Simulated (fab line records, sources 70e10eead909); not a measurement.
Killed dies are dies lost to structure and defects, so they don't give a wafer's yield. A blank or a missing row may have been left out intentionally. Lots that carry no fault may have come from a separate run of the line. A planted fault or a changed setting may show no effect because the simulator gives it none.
fab line records	flow nand-harc
[record] lots = 12	wafers = 34	last-day = 33
route steps=1302 shown P_M1@297 END@1302
lots that met no fault: taken from a fault-free run of the same line
start-h: start of the lot's first displayed wafer, in hours after the record's first day	wait-h: time in hours since the lot's previous step	" unchanged from the row above	L1.1+2: several wafers, shown together as one row	- no value present, or no start provided	* or withheld: withheld	< > ~ a bound
route shown NAME@n: a module of which the file shows steps, and the number in the route of the first	usual: the fault-free wafers' mean and standard deviation	same: alike in all rows	chamber/n: place in a boat	sites: each site's reading	_std_site: the values' standard deviation	_edge_site: outer sites' mean less inner sites'	radius-mm: how far each site lies from the wafer's centre	mask NAME#n: copy n	behind: the tool/chamber that last shaped the wafer	hold: what put the lot on hold/how long, in hours/how the hold closed	device: whichever transistor did not switch (one of n, p or np)	end of line: the route-end tests of the same wafers	where a step has no rows: the recipe by itself	killed: the dies lost at the first sort to structure and to defects; this is not the yield of the wafer	map: the dies of a wafer, with x for killed, . for not killed, _ for no die there
set.NAME: the setting that was run; set.NAME@STEP: the one run at that earlier step	model.NAME: the simulator's own value behind a step, which no gauge read
one table for each step of the route and one row for each wafer, over a sample of lots
services: from which hour (start-h, from the record's first day; less than 0 if before it) a tool's chamber was out of use, for how many hours, and why
[[steps]]
[step NHARC_P_M1_INSPECT_11]
[usual] raw-defect-count = 5/3
lot.wafer	tool	chamber	start-h	wait-h	raw-defect-count
L589.1	defect-inspect-02	-	137.59	0.0	17
L589.2	"	-	"	"	10
L589.5	"	-	"	"	14
L590.2	defect-inspect-01	-	144.85	0.0	3
L590.5	"	-	"	"	6
L590.6	"	-	"	"	2
L591.2	defect-inspect-01	-	155.68	0.0	2
L591.3	"	-	"	"	1
L591.5	"	-	"	"	4
L593.1	defect-inspect-02	-	179.82	0.0	2
L593.5	"	-	"	"	7
L593.6	"	-	"	"	5
L594.2	defect-inspect-01	-	193.39	0.0	4
L594.3	"	-	"	"	1
L594.5	"	-	"	"	3
L595.2	defect-inspect-01	-	194.18	0.0	3
L595.3	"	-	"	"	3
L595.4	"	-	"	"	3
L596.1	defect-inspect-02	-	206.01	0.0	6
L596.2	"	-	"	"	7
L596.4	"	-	"	"	4
L599.2	defect-inspect-02	-	238.98	0.0	5
L599.3	"	-	"	"	6
L599.6	"	-	"	"	1
L601.1	defect-inspect-02	-	259.61	0.0	2
L601.3	"	-	"	"	5
L601.6	"	-	"	"	4
L605.2	defect-inspect-02	-	292.45	0.0	8
L605.4	"	-	"	"	4
L605.6	"	-	"	"	4
L609.5	defect-inspect-02	-	330.28	0.0	4
L609.6	"	-	"	"	4
L610.4	defect-inspect-01	-	343.53	0.0	12
L610.6	"	-	"	"	9
[step NHARC_P_M1_ETCH_15]
[recipe] target-depth-a = 1825	time-s = 91.2	c4f8-flow-sccm = withheld	ar-flow-sccm = 400	rf-w = 600	bias-w = 300	chemistry = C4F8/Ar
[usual] oes-product-au = 0.953/0.021	rf-vpp-V = 440.3/2.9
[same] time-s = 91.2
lot.wafer	tool	chamber	start-h	wait-h	oes-product-au	rf-hours-counter-h	rf-vpp-V
L589.1	rie-diel-09	0	-	-	0.978	11	442.4
L589.2	"	2	"	"	0.955	10	443.7
L589.5	"	0	"	"	0.978	-	443.3
L590.2	rie-diel-06	1	-	-	0.966	0	436.8
L590.6	"	1	"	"	0.954	-	437.5
L590.5	"	2	"	"	0.961	-	439.7
L591.2	rie-diel-06	3	-	-	0.975	1	437.0
L591.3	"	0	"	"	0.989	1	438.1
L591.5	"	2	"	"	0.963	-	441.2
L593.1	rie-diel-09	3	-	-	0.952	1	439.5
L593.5	"	0	"	"	0.958	-	442.8
L593.6	"	1	"	"	0.928	-	438.9
L594.2	rie-diel-09	1	-	-	0.971	2	438.9
L594.3	"	3	"	"	0.970	2	440.7
L594.5	"	0	"	"	0.988	-	441.7
L595.4	rie-diel-06	3	-	-	0.957	4	435.8
L595.2	"	0	"	"	0.961	4	438.4
L595.3	"	1	"	"	0.957	4	436.3
L596.2	rie-diel-06	2	-	-	0.958	5	439.7
L596.1	"	0	"	"	0.957	5	440.1
L596.4	"	1	"	"	0.969	-	435.7
L599.3	rie-diel-09	0	-	-	0.957	6	443.8
L599.2	"	3	"	"	0.977	5	440.5
L599.6	"	1	"	"	0.945	-	438.7
L601.1	rie-diel-09	1	-	-	0.918	7	437.8
L601.3	"	2	"	"	0.935	7	444.5
L601.6	"	1	"	"	0.911	-	437.7
L605.4	rie-diel-09	3	-	-	0.968	9	441.9
L605.2	"	0	"	"	0.980	7	443.1
L605.6	"	0	"	"	0.974	-	443.1
L609.6	rie-diel-06	2	-	-	0.969	-	440.2
L609.5	"	3	"	"	0.964	-	436.3
L610.4	rie-diel-09	2	-	-	0.973	2	444.6
L610.6	"	3	"	"	0.965	-	439.1
[step NHARC_P_M1_ETCH_28]
[recipe] target-depth-a = 300	over-etch-frac = 0.3	time-s = 72.99	ion-energy-ev = 150	cf4-flow-sccm = 50	n2-flow-sccm = 100	ar-flow-sccm = 150	rf-w = 300	bias-w = 100	chemistry = CF4/N2
[usual] drypump-motor-current-A = 5.3/0.38	oes-product-au = 1.000/0.0094	rf-vpp-V = 313.9/2.4	showerhead-plenum-p-Torr = 2.61/0.12	throttle-valve-pct = 19.795/0.0094
[same] time-s = 72.99
lot.wafer	tool	chamber	start-h	wait-h	drypump-motor-current-A	oes-product-au	rf-hours-counter-h	rf-vpp-V	showerhead-plenum-p-Torr	throttle-valve-pct
L589.2	rie-diel-01	3	-	-	5.1	1.020	34	314.3	2.63	19.804
L589.1	"	0	"	"	5.4	1.017	30	313.9	2.67	19.793
L589.5	"	3	"	"	5.1	1.009	-	314.5	2.63	19.798
L590.2	rie-diel-06	0	-	-	5.1	0.996	0	314.8	2.54	19.792
L590.5	"	3	"	"	5.5	1.009	-	310.6	2.45	19.799
L590.6	"	0	"	"	5.2	0.997	-	311.7	2.54	19.777
L591.3	rie-diel-09	2	-	-	4.6	0.998	0	316.8	2.79	19.790
L591.2	"	3	"	"	5.7	1.018	0	313.8	2.58	19.811
L591.5	"	3	"	"	5.7	1.009	-	312.5	2.58	19.806
L593.1	rie-diel-06	1	-	-	5.4	1.007	3	311.8	2.45	19.786
L593.5	"	2	"	"	5.6	1.002	-	315.8	2.63	19.813
L593.6	"	3	"	"	5.5	1.012	-	310.4	2.45	19.805
L594.2	rie-diel-09	0	-	-	4.9	1.004	2	316.4	2.75	19.793
L594.3	"	2	"	"	4.6	0.990	2	316.7	2.79	19.802
L594.5	"	0	"	"	4.9	1.004	-	316.0	2.75	19.801
L595.3	rie-diel-09	1	-	-	5.5	0.989	2	313.7	2.52	19.784
L595.4	"	2	"	"	4.6	0.984	2	317.1	2.79	19.788
L595.2	"	0	"	"	4.9	1.002	2	317.1	2.75	19.797
L596.2	rie-diel-09	3	-	-	5.7	1.011	3	314.4	2.58	19.809
L596.4	"	0	"	"	4.9	1.004	3	317.1	2.75	19.788
L596.1	"	1	"	"	5.5	0.997	3	313.3	2.52	19.799
L599.3	rie-diel-06	0	-	-	5.2	0.994	9	312.7	2.54	19.797
L599.2	"	1	"	"	5.4	1.022	9	309.7	2.45	19.787
L599.6	"	3	"	"	5.5	1.009	-	312.2	2.45	19.816
L601.1	rie-diel-09	2	-	-	4.6	0.999	7	317.2	2.79	19.797
L601.3	"	3	"	"	5.7	1.016	7	313.9	2.57	19.779
L601.6	"	3	"	"	5.7	1.018	-	315.0	2.57	19.785
L605.2	rie-diel-06	2	-	-	5.6	1.001	13	315.1	2.62	19.776
L605.4	"	3	"	"	5.5	1.007	10	309.7	2.45	19.796
L605.6	"	2	"	"	5.6	0.991	-	312.5	2.63	19.802
L609.5	rie-diel-01	1	-	-	6.2	1.000	-	316.9	2.80	19.809
L609.6	"	2	"	"	6.0	1.011	-	319.0	2.80	19.784
L610.4	rie-diel-06	2	-	-	5.6	1.001	3	312.9	2.62	19.806
L610.6	"	2	"	"	5.6	0.997	-	314.6	2.62	19.807
[step NHARC_P_M1_CMP_23]
[recipe] t-overpolish-s = 20	target-thk-nm = 157.82
[usual] motor-current-A = 12.5/1.5	time-to-endpoint-s = 28.7/2.6
lot.wafer	tool	chamber	start-h	wait-h	motor-current-A	time-to-endpoint-s
L589.1	cmp-04	0	139.76	-	13.3	29.8
L589.2	"	3	"	"	11.2	25.8
L589.5	"	1	"	"	11.4	25.7
L590.2	cmp-01	2	147.02	-	10.7	25.9
L590.5	"	2	"	"	10.1	30.3
L590.6	"	3	"	"	14.9	30.1
L591.2	cmp-02	2	157.84	-	11.2	31.0
L591.3	"	0	"	"	13.9	27.0
L591.5	"	3	"	"	12.6	26.1
L593.1	cmp-04	1	182.26	-	11.4	30.2
L593.6	"	1	"	"	11.9	30.2
L593.5	"	2	"	"	12.5	23.0
L594.2	cmp-04	2	195.55	-	13.5	23.5
L594.3	"	3	"	"	10.3	26.6
L594.5	"	3	"	"	9.8	28.5
L595.2	cmp-01	3	196.48	-	14.2	28.0
L595.3	"	1	"	"	13.9	28.1
L595.4	"	2	"	"	10.1	25.8
L596.2	cmp-02	3	208.27	-	11.7	27.0
L596.1	"	0	"	"	13.5	29.2
L596.4	"	1	"	"	13.0	28.9
L599.3	cmp-01	3	241.14	-	14.9	29.7
L599.2	"	0	"	"	12.8	30.3
L599.6	"	0	"	"	12.3	29.8
L601.3	cmp-02	1	261.89	-	12.3	27.5
L601.1	"	3	"	"	11.9	30.6
L601.6	"	1	"	"	11.7	29.2
L605.4	cmp-02	1	294.64	-	12.3	26.9
L605.2	"	2	"	"	11.1	30.3
L605.6	"	0	"	"	13.4	29.1
L609.6	cmp-01	2	332.56	-	10.2	14.0
L609.5	"	3	"	"	15.3	29.3
L610.4	cmp-01	3	345.73	-	14.1	17.0
L610.6	"	2	"	"	10.1	16.5
[step NHARC_P_M1_THK_MEAS_24]
[recipe] thk-meas-gauge = xrf
[usual] thk-nm = 158.0/1.6
lot.wafer	tool	chamber	start-h	wait-h	thk-nm
L589.1	film-metro-02	-	140.07	-	155.8
L589.2	"	-	"	"	158.0
L589.5	"	-	"	"	155.4
L590.2	film-metro-02	-	147.33	-	157.3
L590.5	"	-	"	"	158.7
L590.6	"	-	"	"	157.4
L591.2	film-metro-01	-	158.16	-	158.5
L591.3	"	-	"	"	158.0
L591.5	"	-	"	"	158.9
L593.1	film-metro-01	-	182.58	-	158.3
L593.5	"	-	"	"	154.1
L593.6	"	-	"	"	158.1
L594.2	film-metro-02	-	195.86	-	155.3
L594.3	"	-	"	"	157.1
L594.5	"	-	"	"	156.4
L595.2	film-metro-01	-	196.80	-	158.5
L595.3	"	-	"	"	159.6
L595.4	"	-	"	"	157.5
L596.1	film-metro-02	-	208.58	-	159.4
L596.2	"	-	"	"	157.0
L596.4	"	-	"	"	157.8
L599.2	film-metro-01	-	241.46	-	161.3
L599.3	"	-	"	"	161.3
L599.6	"	-	"	"	158.9
L601.1	film-metro-02	-	262.22	-	157.0
L601.3	"	-	"	"	154.5
L601.6	"	-	"	"	158.4
L605.2	film-metro-02	-	294.93	-	159.2
L605.4	"	-	"	"	158.5
L605.6	"	-	"	"	157.3
L609.5	film-metro-01	-	332.76	-	159.3
L609.6	"	-	"	"	152.9
L610.4	film-metro-02	-	345.99	-	151.5
L610.6	"	-	"	"	148.9
[step NHARC_END_SORT_01]
[recipe] temp-c = 25
[usual] defect-limited-yield = 91/3.5	killed-at-array = 59/24	killed-at-other = 0.7/1.2	killed-at-periphery = 3.5/2.6	killed-dies = 63/24	killed-open = 3.2/2.1	killed-short = 2.4/1.5
[same] gross-dies = 677
lot.wafer	tool	chamber	start-h	wait-h	defect-limited-yield[%]	killed-at-array	killed-at-other	killed-at-periphery	killed-dies	killed-open	killed-short
L599.2	prober-02	0	682.22	2.8	93	42	0	3	45	5	0
L599.3	prober-02	0	683.02	3.1	93	44	0	1	45	3	1
L599.6	prober-02	0	685.45	4.0	93	46	0	0	46	5	3
// killed by level:class
L599.2 A_SLIT:chamber-film-flake=29 A_CHANNEL_HOLE_D1:chamber-film-flake=4 A_DECK1_JOINT:chamber-film-flake=3 P_GATE:geometric-particle:open=1 A_SOURCE_PLATE:geometric-particle:open=1 A_DECK1_JOINT:geometric-particle:open=1 A_ONON_D2:geometric-particle:open=1 A_M1:geometric-particle:open=1
L599.3 A_SLIT:chamber-film-flake=26 A_CHANNEL_HOLE_D1:chamber-film-flake=7 A_STAIRCASE:chamber-film-flake=3 A_CONTACT:chamber-film-flake=2 A_ONON_D2:geometric-particle:open=1 A_WL_FILL:geometric-particle:open=1 A_M0:geometric-particle:open=1 A_M1:geometric-particle:short=1
L599.6 A_SLIT:chamber-film-flake=33 A_CHANNEL_HOLE_D2:chamber-film-flake=3 A_CHANNEL_HOLE_D1:geometric-particle:short=2 A_CHANNEL_HOLE_D1:chamber-film-flake=2 A_ONON_D1:geometric-particle:open=1 A_CHANNEL_HOLE_D1:geometric-particle:open=1 A_CHANNEL_FILL_D1:geometric-particle:open=1 A_DECK1_JOINT:geometric-particle:open=1
[[services]]
tool	chamber	start-h	hours	kind
rie-diel-09	3	116.18	2.7	repair
rie-diel-06	-	130.20	9.0	pm
cmp-04	-	133.26	4.0	pm
cmp-02	-	141.89	4.0	pm
rie-diel-09	-	143.10	9.0	pm
cmp-04	-	145.52	9.1	repair
cmp-01	-	152.10	2.3	repair
cmp-01	-	185.50	4.0	pm
rie-diel-01	-	203.94	9.0	pm
cmp-02	-	223.10	3.2	repair
cmp-04	-	231.26	4.0	pm
cmp-04	-	236.19	1.7	repair
cmp-02	-	239.89	4.0	pm
rie-diel-09	0	248.79	25.1	repair
cmp-04	-	251.14	1.1	repair
rie-diel-06	3	262.29	2.4	repair
rie-diel-09	-	280.83	1.6	repair
cmp-01	-	283.59	4.0	pm
rie-diel-06	2	298.93	3.7	repair
rie-diel-06	-	307.20	9.0	pm
cmp-04	-	309.19	3.8	repair
rie-diel-09	-	320.10	9.0	pm
cmp-04	-	329.26	4.0	pm
cmp-02	-	337.89	4.0	pm
[[key]]
[first-sign] step = NHARC_P_M1_CMP_23	reading = time-to-endpoint-s	direction = down	sigmas = 5	usual = *	struck = *
[effect] step = NHARC_P_M1_THK_MEAS_24	reading = thk-nm	direction = down	sigmas = 4.4	usual = 158.0	struck = 151.1
met-at NHARC_P_M1_CMP_23
struck-lots L609,L610
struck-wafers L609.6,L610.4,L610.6
not-acting-at NHARC_P_M1_INSPECT_11,NHARC_P_M1_ETCH_15,NHARC_P_M1_ETCH_28
onset-between 241.14 332.56
[fault] kind = process-parameter-drift	tool = cmp-01	chamber = -	onset-h = 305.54	steps = NHARC_P_M1_CMP_23	channel = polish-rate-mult	offset = 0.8	shape = step	end-h = 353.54	scope = struck-wafers-only
